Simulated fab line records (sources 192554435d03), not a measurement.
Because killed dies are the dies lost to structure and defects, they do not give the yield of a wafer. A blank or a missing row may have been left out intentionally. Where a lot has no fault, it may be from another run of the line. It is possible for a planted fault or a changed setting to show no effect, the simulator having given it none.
Lot-split experiment | flow n5-finfet | on a route of 1938 steps: 7 lots, 21 wafers read

## ABOUT THE SPLIT
At N5_SDB_COAT_03 (time 60 s, resist thk 100 nm), the setting spin-rpm was moved away from the recipe's 1500 rpm on 9 of the 21 wafers read, by -10.7% to +10.3%. All remaining wafers had this setting at the recipe value.

## FROM THE SPLIT TO THE READING: what the file shows between them, 7 steps
- N5_SDB_COAT_04: time 60 s, resist thk 18 nm
- N5_SDB_COAT_05: resist thk 90 nm
- N5_SDB_DESCUM_16: chemistry O2, time 7.9 s
- N5_SDB_ETCH_17: etches SiARC in CF4, target depth 23.4 nm, time 39 s
- N5_SDB_ETCH_18: etches SOC in N2/H2, target depth 100 nm, overetch 20 nm, time 150 s
- N5_SDB_STRIP_19: strips in N2/H2
- N5_SDB_STRIP_21: strips in CF4

## THE READING
SOC_of_SDB_COAT_03.thk-nm (the simulator's own value, which no gauge read), in nm, at N5_SDB_HM_OPEN_20 (chemistry CH3F/O2, target SiNx, stops on poly-Si, target depth 24 nm). The file gives no usual value for it. Here, 12 wafers ran the recipe; their average is 84.0 nm with a standard deviation of 0.34 nm.

wafer  | tool, chamber at the split | spin-rpm as run, rpm | against the recipe | SOC_of_SDB_COAT_03.thk-nm, nm | against lot-mates on the recipe
L082.1 | litho-track-03, 0          | 1350                 | -10.0%             | 89.8                          | +5.8
L082.2 | litho-track-03, 0          | 1350                 | -10.0%             | 89.2                          | +5.2
L082.3 | litho-track-03, 0          | 1500                 | recipe             | 84                            | -
L083.4 | litho-track-03, 0          | 1340                 | -10.7%             | 89.6                          | +6.0
L083.5 | litho-track-03, 0          | 1340                 | -10.7%             | 90                            | +6.4
L083.6 | litho-track-03, 0          | 1500                 | recipe             | 83.6                          | -
L087.2 | litho-track-02, 0          | 1655                 | +10.3%             | 79.4                          | -5.4
L087.5 | litho-track-02, 0          | 1500                 | recipe             | 84.8                          | -
L087.6 | litho-track-02, 0          | 1655                 | +10.3%             | 79.6                          | -5.2
L088.2 | litho-track-02, 0          | 1620                 | +8.0%              | 80.8                          | -3.2
L088.5 | litho-track-02, 0          | 1500                 | recipe             | 84                            | -
L088.6 | litho-track-02, 0          | 1500                 | recipe             | 84                            | -
L089.1 | litho-track-04, 0          | 1500                 | recipe             | 84                            | -
L089.5 | litho-track-04, 0          | 1500                 | recipe             | 83.8                          | -
L089.6 | litho-track-04, 0          | 1500                 | recipe             | 83.4                          | -
L093.1 | litho-track-02, 0          | 1500                 | recipe             | 84                            | -
L093.3 | litho-track-02, 0          | 1500                 | recipe             | 84.4                          | -
L093.5 | litho-track-02, 0          | 1500                 | recipe             | 84.2                          | -
L094.1 | litho-track-03, 0          | 1365                 | -9.0%              | 89.6                          | +5.4
L094.4 | litho-track-03, 0          | 1500                 | recipe             | 84.2                          | -
L094.5 | litho-track-03, 0          | 1365                 | -9.0%              | 89.2                          | +5.0

FIT RESULTS
A straight line over all 21 wafers: SOC_of_SDB_COAT_03.thk-nm changes by -0.508 nm for each +1% of spin-rpm; r = -0.99; the points scatter about the line by 0.46 nm.
The same after taking each lot's own level away (the mean of its wafers on the recipe; 21 wafers): -0.537 nm for each +1%; r = -1.00; scatter 0.33 nm.
The reading moves by 5.7 nm for the largest change in spin-rpm, on that fit.
Measured against the standard deviation above, the lots' own levels, which go from 83.60 to 84.80 nm, span 3.5 times it.
Hence the lot-to-lot level has little effect on the slope; both slopes agree.
Check: with one of the wafers moved furthest among these (-10.7%) left out of the fit, the line predicts +5.88 nm for it against its lot-mates. Against them it came out at +6 nm.

## THE OTHER SPLITS THESE WAFERS WENT THROUGH
Note: prior to the reading, these wafers also went through further splits. Each is held against what the fit with the lots' levels taken away leaves over:
other split on the same wafers        | wafers away from the commonest value | r with SOC_of_SDB_COAT_03.thk-nm (lot level and that fit taken away)
N5_SD_EPI_N_DEVELOP_08 develop-time-s | 8                                    | -0.01

## THE WHOLE CHAIN: every reading that the file lists as answering this split, in the file's order
step              | what it does                                                         | reading                                                                    | change (the file's fit)               | r (the file's)
N5_SDB_COAT_03    | time 60 s, resist thk 100 nm                                         | SOC_of_SDB_COAT_03.thk-nm (the simulator's own value, which no gauge read) | -0.513 nm for each +1% of the setting | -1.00
N5_SDB_ETCH_18    | etches SOC in N2/H2, target depth 100 nm, overetch 20 nm, time 150 s | etch.depth-nm (the simulator's own value, which no gauge read)             | -0.517 nm for each +1% of the setting | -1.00
N5_SDB_HM_OPEN_20 | chemistry CH3F/O2, target SiNx, stops on poly-Si, target depth 24 nm | SOC_of_SDB_COAT_03.thk-nm (the simulator's own value, which no gauge read) | -0.533 nm for each +1% of the setting | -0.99
N5_SDB_STRIP_22   | strips in N2/H2                                                      | strip-time-to-endpoint-s                                                   | withheld for each +1% of the setting  | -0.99

## FILE'S OWN FIT
SOC_of_SDB_COAT_03.thk-nm changes by -0.533 nm for each +1% of spin-rpm, r = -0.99.
